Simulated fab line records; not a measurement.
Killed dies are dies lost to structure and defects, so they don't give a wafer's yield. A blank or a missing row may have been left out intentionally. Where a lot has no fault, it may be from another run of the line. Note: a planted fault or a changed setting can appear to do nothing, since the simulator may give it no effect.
Comparing a struck lot with a sound one | flow nandHarc | 14 steps out of a route of 1302
Sound: wafers L864.1, L864.3, L864.5. Struck: wafer L883.5 (L883.1, L883.3, from the same lot, were not struck and are left out); the cause is given at the end.
Order at every step that has rows: each side's tool, ch and its chambers, its first start. Under that, the readings that differ: sound wafers | struck wafers | difference of the means | sigmas: that difference in standard deviations of wafers without a fault.
alike: readings whose means differ by less than 2 such deviations, and words and numbers that are the same on both sides. not compared: withheld readings, readings that some wafer has no value for, bounds like >300 that may hide the same value, and numbers for which the record gives no deviation and whose values overlap.
Wherever a step has rows on one side only, a row that says differs or no value, or a row with sigmas, the two part there. Non-overlapping numbers with no deviation appear without sigmas and do not part them. Lack of a reading on every wafer of one side parts them only where that side has two or more wafers.

NHARC_A_CHANNEL_FILL_D1_ALD_15: deposits SiNx, target thk 2 nm, pulse time 60 s, ald cycles 19.
  sound: aldSinBatch-02 ch 0; struck: aldSinBatch-02 ch 0
  alike: precursorPulseHeightRel
  not compared: aldCycles
NHARC_A_CHANNEL_FILL_D1_ALD_16: deposits SiO2, target thk 1.5 nm, pulse time 10 s, ald cycles 15.
  sound on aldHk-03 ch 0,3, day 9 15:41; struck on aldHk-01 ch 1, day 17 08:37
  alike: heaterPowerW, precursorPulseHeightRel
  not compared: aldCycles
then, 2 steps without rows for these wafers: NHARC_A_CHANNEL_FILL_D1_ANNEAL_17 (time 1800 s); NHARC_A_CHANNEL_FILL_D1_CVD_18 (deposits poly-Si, target thk 3 nm).
NHARC_A_CHANNEL_FILL_D1_ETCHBACK_19: etches the open film in HBr/Cl2, target depth 5 nm, time 1.7 s.
  sound on rieSi-01 ch 0,1,3, day 10 03:44; struck on rieSi-02 ch 0, day 17 21:47
reading              | sound                | struck | difference | sigmas
throttleValvePct (%) | 26.395 26.414 26.399 | 26.422 | +0.019     | +2
  alike: drypumpMotorCurrentA, heBacksideLeakSccm, oesProductAu
  not compared: rfHoursCounterH
NHARC_A_CHANNEL_FILL_D1_ETCHBACK_20: etches the open film in C4F8/O2/Ar, target depth 27 nm, time 13.5 s.
  sound on rieDiel-13 ch 1,2,3, day 10 03:51; struck on rieDiel-08 ch 2, day 17 21:55
  alike: oesProductAu, rfVppV
  not compared: rfHoursCounterH
NHARC_A_CHANNEL_FILL_D1_STRIP_28: strips in O2, time 20 s.
  sound on rieDiel-13 ch 0,1,3, day 10 03:57; struck on rieDiel-08 ch 1, day 17 22:02
reading                  | sound       | struck | difference | sigmas
drypumpMotorCurrentA (A) | 6.3 6.1 6.3 | 5.4    | -0.8       | -2
  alike: oesProductAu, rfVppV, showerheadPlenumPTorr, throttleValvePct
  not compared: rfHoursCounterH
then, 4 steps without rows for these wafers: NHARC_A_CHANNEL_FILL_D1_PRECLEAN_21 (cleans in dHF, time 30 s); NHARC_A_CHANNEL_FILL_D1_SRD_23; NHARC_A_CHANNEL_FILL_D1_CVD_05 (deposits poly-Si, target thk 5 nm); NHARC_A_CHANNEL_FILL_D1_ANNEAL_22 (time 7200 s).
NHARC_A_CHANNEL_FILL_D1_ALD_25: deposits SiOx, target thk 60 nm, pulse time 10 s, ald cycles 600.
  sound on aldHk-01 ch 0,2, day 10 16:22; struck on aldHk-01 ch 1, day 18 15:49
reading   | sound       | struck | difference | sigmas
aldCycles | 600 600 600 | 531    | -69        | 
  alike: heaterPowerW, precursorPulseHeightRel
then, 1 step without rows for these wafers: NHARC_A_CHANNEL_FILL_D1_ETCHBACK_08 (etches the open film in C4F8, target depth 220 nm, time 110 s).
-- break in the record here, with 14 days between the starts of the struck wafers on either side (left off in module A_CHANNEL_FILL_D1, picked up again in module END, where the first step shown is number 1302 on the route) --
NHARC_END_SORT_01:
  here the record holds rows for the struck wafers (prober-01 ch 0, day 32 20:39) but none for the sound ones

WHERE THEY PART
Last at NHARC_END_SORT_01 as far as this record goes, first at NHARC_A_CHANNEL_FILL_D1_ETCHBACK_19.

WHY: what the simulator had put in
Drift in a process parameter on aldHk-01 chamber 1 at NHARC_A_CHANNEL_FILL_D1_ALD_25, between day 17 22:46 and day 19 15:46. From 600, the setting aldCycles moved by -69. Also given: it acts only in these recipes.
